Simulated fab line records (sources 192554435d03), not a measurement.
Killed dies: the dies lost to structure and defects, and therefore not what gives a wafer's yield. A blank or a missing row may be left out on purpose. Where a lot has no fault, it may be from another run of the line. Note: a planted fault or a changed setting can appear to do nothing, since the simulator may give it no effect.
What tool caused it? -- flow n5 finfet -- 9 lots with 26 wafers sampled at 4 steps, on a route of 1938 steps

## WHAT EACH GAUGE READ, for each wafer
N5_FIN_CUT_INSPECT_10: inspects for defects (brightfield).
lot,measured,on,raw defect count
L201,day 2 21:10,defect inspect-02,35 42 34
L203,day 3 08:26,defect inspect-02,20 26 18
L204,day 3 14:50,defect inspect-02,38 36 46
L208,day 4 14:40,defect inspect-01,41 43 36
L209,day 4 22:38,defect inspect-01,45 71 72
L210,day 5 03:09,defect inspect-01,40 54 54
L212,day 5 15:12,defect inspect-02,41 658 34
L216,day 6 15:36,defect inspect-01,39 70 51
L221,day 7 22:02,defect inspect-02,32 28

## EACH LOT AND THE TOOL THAT RAN IT (in order: tool; ch and the chambers of the sampled wafers; start)
lot,N5_FIN_SAQP_RECESS_71,N5_FIN_SAQP_ETCH_34,N5_FIN_SAQP_FIN_ETCH_36
L201,"vapor etch-02 ch 0,1, day 2 19:23","rie diel-05 ch 0,3, day 2 20:11","rie si-03 ch 0,2,3, day 2 20:23"
L203,"vapor etch-01 ch 0,1, day 3 06:24","rie diel-05 ch 0,2,3, day 3 07:35","rie si-05 ch 2,3, day 3 07:48"
L204,"vapor etch-01 ch 0,1, day 3 12:56","rie diel-06 ch 1,3, day 3 13:51","rie si-06 ch 0,1,2, day 3 14:04"
L208,"vapor etch-01 ch 0,1, day 4 12:52","rie diel-06 ch 0,1, day 4 13:49","rie si-06 ch 1,2, day 4 14:01"
L209,"vapor etch-02 ch 0,1, day 4 20:50","rie diel-04 ch 2,3, day 4 21:45","rie si-06 ch 0,1,2, day 4 21:58"
L210,"vapor etch-01 ch 0,1, day 5 01:29","rie diel-04 ch 1,2,3, day 5 02:16","rie si-03 ch 0,1,2, day 5 02:29"
L212,"vapor etch-01 ch 0,1, day 5 13:26","rie diel-04 ch 0,1,2, day 5 14:13","rie si-06 ch 0,3, day 5 14:26"
L216,"vapor etch-02 ch 0,1, day 6 13:44","rie diel-06 ch 0,2,3, day 6 14:44","rie si-06 ch 0,2,3, day 6 14:58"
L221,"vapor etch-02 ch 0,1, day 7 20:05","rie diel-06 ch 0,3, day 7 21:04","rie si-05 ch 0,3, day 7 21:19"
- N5_FIN_SAQP_RECESS_71: chemistry HF/NH3, target SiO2, target depth 3 nm, afs cycles 1, sublimation time 60 s.
- N5_FIN_SAQP_ETCH_34: etches SiO2 in C4F6/O2, target depth 45 nm, time 15 s.
- N5_FIN_SAQP_FIN_ETCH_36: etches the open film in HBr/Cl2/O2, target depth 120 nm, time 50.4 s.

## THE ANSWER, worked out from the rows above alone
Rule: the lots themselves supply what counts as usual. Put in order of their means at a reading, lots are off if they are a third of the lots or fewer, leave a main group of 4 or more, and stand apart from it by a gap of 3 or more times the standard deviation of the main group's means; of several such gaps the widest counts. If all means in a main group match to the digits the tables above print for the reading, that group is not used. A lot without any number at a reading at which 4 lots or more have one is off too. Where the step has rows for the other lots, those lots are counted as sound.
Off: L212 (N5_FIN_CUT_INSPECT_10, raw defect count). Main group: mean 42, sd 12.
If a tool, at a process step before that reading, ran all the lots that are off and no sound lot after the first of them, it fits. The gauges at N5_FIN_CUT_INSPECT_10 are tried like those tools. This does not decide it: 2 tools fit, namely vapor etch-01 at N5_FIN_SAQP_RECESS_71 and rie diel-04 at N5_FIN_SAQP_ETCH_34.

## WHAT THE SIMULATOR HAD INSERTED
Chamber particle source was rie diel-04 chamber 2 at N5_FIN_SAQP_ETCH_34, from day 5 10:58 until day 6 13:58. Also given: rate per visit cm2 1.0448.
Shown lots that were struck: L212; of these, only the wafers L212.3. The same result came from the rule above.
